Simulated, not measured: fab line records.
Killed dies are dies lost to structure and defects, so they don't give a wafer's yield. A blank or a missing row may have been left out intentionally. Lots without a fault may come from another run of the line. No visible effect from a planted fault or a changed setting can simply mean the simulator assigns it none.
A struck lot beside a sound one :: flow nandHarc :: 13 out of 1302 route steps
Sound: wafers L878.1, L878.2, L878.3. Struck: wafers L880.2, L880.3, L880.6. The cause is given at the end.
At each step with rows: each side's tool, then ch and its chambers, then its first start. Under that, the readings that differ: sound wafers :: struck wafers :: difference of the means :: sigmas: that difference in standard deviations of wafers without a fault.
alike: words and numbers the same on both sides, and readings whose means are apart by under 2 such deviations; not compared: readings that were withheld, readings missing a value for some wafer, numbers with overlapping values and no deviation given by the record, and bounds like >300 which may hide the same value.
A row with sigmas, a row that says differs or no value, or rows on one side alone: a step with any of these is where the two part. Numbers that don't overlap but have no deviation are shown without sigmas and don't part them. Lack of a reading on every wafer of one side parts them only where that side has two or more wafers.

NHARC_A_CONTACT_DEP_24: deposits SiO2, target thk 500 nm.
  sound on pecvd-01 ch 0,1,2, day 23 21:31; struck on pecvd-03 ch 0,1,2, day 25 03:35
  alike: heaterPowerW, throttleValvePct
NHARC_A_CONTACT_DEP_28: deposits aC, target thk 7000 nm.
  sound on aclDep-01 ch 0, day 23 23:41; struck on aclDep-01 ch 0, day 25 04:53
  alike: throttleValvePct
NHARC_A_CONTACT_DEP_29: deposits SiON, target thk 100 nm.
  sound on pecvd-02 ch 0,1,2, day 24 03:56; struck on pecvd-03 ch 0,1,2, day 25 08:25
  alike: heaterPowerW
then, 8 steps without rows for these wafers: NHARC_A_CONTACT_DEHYDRATE_32 (time 120 s); NHARC_A_CONTACT_HMDS_33 (time 30 s); NHARC_A_CONTACT_COAT_34 (time 75 s); NHARC_A_CONTACT_COAT_35 (time 65 s); NHARC_A_CONTACT_COAT_36 (resist thk 90 nm); NHARC_A_CONTACT_SOFTBAKE_37 (time 55 s); NHARC_A_CONTACT_EBR_38; NHARC_A_CONTACT_EXPOSE_39 (exposes mask A CC 3).
NHARC_A_CONTACT_PEB_40: peb time 65 s.
  struck on lithoTrack-06, day 25 09:04; sound on lithoTrack-06 ch 0, day 24 04:35
  no value came back on the struck wafers for chillPlateTempC (C), exhaustPa (Pa); on the sound wafers chillPlateTempC (C) reads 23.15 23.11 23.12
then, 1 step without rows for these wafers: NHARC_A_CONTACT_DEVELOP_41 (develop time 35 s).

== WHERE THEY PART ==
Within this record, at NHARC_A_CONTACT_PEB_40 only.

WHY: the cause the simulator had injected
Beginning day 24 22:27, the whole step at NHARC_A_CONTACT_PEB_40 was skipped on lithoTrack-06. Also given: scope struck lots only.
